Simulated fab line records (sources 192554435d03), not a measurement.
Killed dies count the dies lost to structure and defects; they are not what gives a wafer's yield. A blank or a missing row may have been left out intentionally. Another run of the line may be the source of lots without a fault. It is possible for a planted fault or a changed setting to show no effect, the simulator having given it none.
3 desks looking at one fault / flow n5_finfet / only its own numbers are on each desk; what lay behind them is given at the end

## THE TOOL OWNER'S DESK: rie_metal-02
The tool's own readings at N5_BEOL_M3_HM_OPEN_17 (chemistry Cl2/BCl3, target TiN, target depth 20 nm, overetch 6 nm): means of the sampled wafers that have a number, for each lot that ran on this tool. If a lot's mean is further than 4 standard deviations from the usual mean, the lot is out of limits and carries the mark OUT (the distance appears in the brackets).
Columns: A = drypump_motor_current_A at N5_BEOL_M3_HM_OPEN_17, usual 5.49 A; B = oes_product_au at N5_BEOL_M3_HM_OPEN_17, usual 0.64 a.u.; C = throttle_valve_pct at N5_BEOL_M3_HM_OPEN_17, usual 22.24 %
lot=L829; first seen here=day 8 15:58; A=5.33; B=0.74; C=22.31
lot=L831; first seen here=day 8 20:55; A=5.39; B=0.61; C=22.27
This desk's finding: nothing out of limits on any of the 2 lots.

## FROM THE METROLOGY DESK
Lot by lot, what the gauges showed, no matter which tool ran the lot: averages of those sampled wafers that carry a number. If a lot's mean is further than 4 standard deviations from the usual mean, the lot is out of limits and carries the mark OUT (the distance appears in the brackets). Of its 12 readings 7 are shown: those that lie furthest out on some lot.
Columns: A = cd_nm at N5_BEOL_M3_CD_MEAS_11, usual 16.9 nm; B = DIBL_P at N5_BEOL_M4_RC_MEAS_101, usual 36.7 mV/V; C = IOFF_P at N5_BEOL_M4_RC_MEAS_101, usual 0.21 nA/um; D = ION_N at N5_BEOL_M4_RC_MEAS_101, usual 673 uA/um; E = ION_P at N5_BEOL_M4_RC_MEAS_101, usual 461 uA/um; F = SS_P at N5_BEOL_M4_RC_MEAS_101, usual 73.4 mV/dec; G = VT_P at N5_BEOL_M4_RC_MEAS_101, usual -251 mV
lot=L824; first seen here=day 7 00:04; A=17.0; B=33.5; C=0.16; D=655; E=450; F=73.1; G=-257
lot=L829; first seen here=day 8 15:04; A=16.8; B=36.8; C=0.22; D=665; E=460; F=73.8; G=-249
lot=L831; first seen here=day 8 20:33; A=17.3; B=39.9; C=0.26; D=670; E=459; F=74.6; G=-251
lot=L840; first seen here=day 11 05:19; A=16.8; B=38.9; C=0.27; D=691; E=475; F=73.3; G=-247
lot=L845; first seen here=day 13 07:36; A=16.7; B=38.6; C=0.22; D=674; E=459; F=73.8; G=-250
This desk's finding: nothing out of limits on any of the 5 lots.

## THE DEFECT DESK
Inspection counts along the route, by lot: the mean over sampled wafers that carry a number. If a lot's mean is further than 4 standard deviations from the usual mean, the lot is out of limits and carries the mark OUT (the distance appears in the brackets).
Columns: A = raw_defect_count at N5_BEOL_M3_INSPECT_13, usual 390
lot=L824; first seen here=day 7 00:09; A=447
lot=L829; first seen here=day 8 15:09; A=345
lot=L831; first seen here=day 8 20:38; A=249
lot=L840; first seen here=day 11 05:25; A=327
lot=L845; first seen here=day 13 07:41; A=495
This desk's finding: nothing out of limits on any of the 5 lots.

## ALL TOGETHER
The desk of the tool owner found nothing out of limits.
From the metrology desk's view, nothing was out of limits.
No out-of-limits result turned up at the defect desk.

## WHAT WAS PUT IN BY THE SIMULATOR
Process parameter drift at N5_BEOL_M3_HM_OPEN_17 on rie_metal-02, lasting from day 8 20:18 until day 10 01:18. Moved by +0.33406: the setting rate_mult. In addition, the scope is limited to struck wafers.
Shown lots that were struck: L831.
